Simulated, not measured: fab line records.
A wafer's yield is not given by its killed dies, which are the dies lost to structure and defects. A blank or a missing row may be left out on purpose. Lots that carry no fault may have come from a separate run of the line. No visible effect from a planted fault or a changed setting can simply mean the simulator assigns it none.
A struck lot beside a sound one + flow n5-finfet + 18 out of 1938 route steps
Sound: wafers L631.1, L631.2, L631.5. The struck wafers were L649.2, L649.3, L649.5. The cause is given at the end.
Each step with rows lists, per side, the tool, then ch with its chambers, then its first start. Under that, the readings that differ: sound wafers + struck wafers + difference of the means + sigmas: that difference in standard deviations of wafers without a fault.
alike: a reading whose means differ by less than 2 such deviations, as well as words and numbers matching on both sides. not compared: withheld readings; readings where some wafer has no value; bounds like >300 that might hide an equal value; numbers whose values overlap and for which the record gives no deviation.
A row with sigmas, a row that says differs or no value, or rows on one side alone: a step with any of these is where the two part. Non-overlapping numbers with no deviation appear without sigmas and do not part them. A reading missing from all wafers of one side parts the sides only when that side holds two or more wafers.

N5_PASSIVATION_STRIP_14: strips in O2.
  sound on rie-diel-06 ch 0,1,2, day 14 18:43; struck on rie-diel-02 ch 1,3, day 20 06:08
  alike: drypump-motor-current-A, oes-product-au, rf-vpp-V, showerhead-plenum-p-Torr, throttle-valve-pct
  not compared: rf-hours-counter-h
then, 3 steps without rows for these wafers: N5_PASSIVATION_ETCH_15 (etches SiCN in CF4/N2, target depth 75 nm, time 81.2 s); N5_PASSIVATION_STRIP_73 (strips in post etch residue remover, time 60 s); N5_PASSIVATION_SRD_17 (time 30 s, dry time 30 s).
N5_PASSIVATION_DEGAS_18: time 60 s.
  struck on pvd-sputter-02, day 20 07:10; sound on pvd-sputter-03, day 14 18:57
  alike: heater-power-w
N5_PASSIVATION_PRE_CLEAN_19:
  struck on pvd-sputter-02, day 20 07:12; sound on pvd-sputter-03, day 14 18:59
  alike: heater-power-w
N5_PASSIVATION_SPUTTER_20: material TaN, target thk 50 nm.
  struck on pvd-sputter-02, day 20 07:14; sound on pvd-sputter-03, day 14 19:02
  alike: throttle-valve-pct
N5_PASSIVATION_AL_DEP_21: deposits Al, target thk 2800 nm, time 170 s.
  struck on pvd-sputter-02, day 20 07:20; sound on pvd-sputter-03, day 14 19:08
  alike: cathode-dc-power-W, throttle-valve-pct
then, 4 steps without rows for these wafers: N5_PASSIVATION_HMDS_23 (time 60 s); N5_PASSIVATION_COAT_24; N5_PASSIVATION_EBR_26; N5_PASSIVATION_SOFTBAKE_25 (time 90 s).
N5_PASSIVATION_EXPOSE_27: exposes mask PAD, defocus 0 nm.
  sound on krf-scanner-01 ch 0, day 14 19:32; struck on krf-scanner-01 ch 0, day 20 07:38
| reading              | sound             | struck            | difference | sigmas      |
|----------------------|-------------------|-------------------|------------|-------------|
| exposure-dose-mJ-cm2 | 32.33 32.27 32.32 | 36.78 36.77 36.74 | +4.46      | +99 or more |
  alike: mask
then, 3 steps without rows for these wafers: N5_PASSIVATION_PEB_28; N5_PASSIVATION_DEVELOP_29 (develop time 60 s); N5_PASSIVATION_HARDBAKE_31 (time 120 s).
N5_PASSIVATION_CD_MEAS_30 targets a cd of 4000 nm.
  sound on cd-sem-02 ch 0, day 14 19:43; struck on cd-sem-01 ch 0, day 20 07:49
| reading    | sound                | struck               | difference | sigmas |
|------------|----------------------|----------------------|------------|--------|
| cd-nm (nm) | 4000.2 3997.8 3999.5 | 4016.1 4017.2 4019.9 | +18.6      | +8     |
N5_PASSIVATION_OVL_MEAS_63:
  sound on overlay-01 ch 0, day 14 19:45; struck on overlay-02 ch 0, day 20 07:50
  alike: PAD_OVL

## WHERE THEY PART
Earliest at N5_PASSIVATION_EXPOSE_27; latest, in this record, at N5_PASSIVATION_CD_MEAS_30. Later steps at which nothing parts them and some readings are alike: N5_PASSIVATION_OVL_MEAS_63.

WHY: what the simulator had put in
Drift in process parameters on krf-scanner-01 at N5_PASSIVATION_EXPOSE_27, starting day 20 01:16. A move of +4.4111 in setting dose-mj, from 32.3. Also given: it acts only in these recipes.
